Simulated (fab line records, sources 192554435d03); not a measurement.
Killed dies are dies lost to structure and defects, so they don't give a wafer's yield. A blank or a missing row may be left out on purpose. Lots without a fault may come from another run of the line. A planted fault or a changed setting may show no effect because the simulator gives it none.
Problem report in the 8D (eight disciplines) form, filled by code | flow n5_finfet | the parts of the form that need people (team, actions taken, sign-off) are left out

1. THE PROBLEM
CJ_N at N5_BEOL_M4_RC_MEAS_101 reads a mean of 2.74 on 3 wafers of 2 lots; wafers without a fault read 4.31 with a standard deviation of 0.11. That is -14 standard deviations from the usual mean.
First seen on wafer L726.4, day 12 07:09, on prober-01. The record holds 28 wafers of 11 lots with a number at this step. Rule for "out", or "out of limits": more than 4 standard deviations from the usual mean. The other wafers with a number count as sound.

2. WHAT IT IS AND WHAT IT IS NOT
question                    | is                     | is not
which readings at this step | CJ_N, CJ_P, RS_PWELL   | DIBL_N, DIBL_P, IOFF_N, IOFF_P, ION_N, ION_P, SS_N, SS_P, VT_N, VT_P
which lots                  | L726, L727             | L713, L714, L715, L716, L717, L718, L721, L723, L733
which wafers of those lots  | L726.4, L726.6, L727.4 | L727.5
read on which gauges        | prober-01, prober-02   | -
when                        | from day 12 07:09      | up to then (21 sound wafers); but 4 sound wafers of L727, L733 came after

3. SUSPECTS, AND WHAT RULES EACH OUT
Counting: a tool at a process step up to the reading stays a suspect if it ran every lot that is out. Sound lots after the first of them don't rule it out here, since some wafers of a struck lot are sound.
- the gauge at N5_BEOL_M4_RC_MEAS_101: ruled out. The wafers that are out were read on 2 gauges (prober-01, prober-02).
- epi_rpcvd-02 at N5_WELL_APT_EPI_41 (deposits Si from SiH4/H2, target thk 50 nm, time 297.7 s): kept. It ran every lot that is out, first L726 (day 5 16:26); its last sound lot up to then is L718 (day 3 15:59).
Left after counting: epi_rpcvd-02 at N5_WELL_APT_EPI_41.

4. THE CAUSE (what the simulator had put in)
Process parameter drift: epi_rpcvd-02, from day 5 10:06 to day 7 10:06, at N5_WELL_APT_EPI_41. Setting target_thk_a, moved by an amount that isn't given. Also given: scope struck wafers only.
Counting left only this tool.

5. THE CHAIN OF EFFECTS, in route order
Each row: a reading whose mean over the struck wafers that have a number lies more than 3 standard deviations from the usual. Only readings for which the record gives a usual standard deviation are gone through. hours: the time from each lot's start at the first step in this table that gives one to its start at this step, as a median over the lots. sigmas: the change in usual standard deviations.
hours | step                   | reading  | usual       | on struck wafers | change | sigmas
0     | N5_BEOL_M4_RC_MEAS_101 | CJ_N     | 4.31        | 2.74             | -1.57  | -14
0     | N5_BEOL_M4_RC_MEAS_101 | CJ_P     | 5.79        | 4.32             | -1.47  | -8.2
0     | N5_BEOL_M4_RC_MEAS_101 | RS_NWELL | 1038 ohm/sq | 1019             | -19    | -3.3
0     | N5_BEOL_M4_RC_MEAS_101 | RS_PWELL | 3016 ohm/sq | 2826             | -190   | -9.5

6. WHAT WOULD HAVE CAUGHT IT SOONER
In this record the first reading out of limits at a measuring or inspecting step was taken at day 12 07:09, 165 hours after the fault began at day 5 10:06.
Of the tool readings at N5_WELL_APT_EPI_41 for which the record gives a usual standard deviation, none was out on any struck wafer, so an alarm limit of 4 standard deviations on them would not have fired.
All the lots that are out (2) had begun N5_WELL_APT_EPI_41 on epi_rpcvd-02 by day 12 07:09. A hold on the tool at that time would have spared none of them.
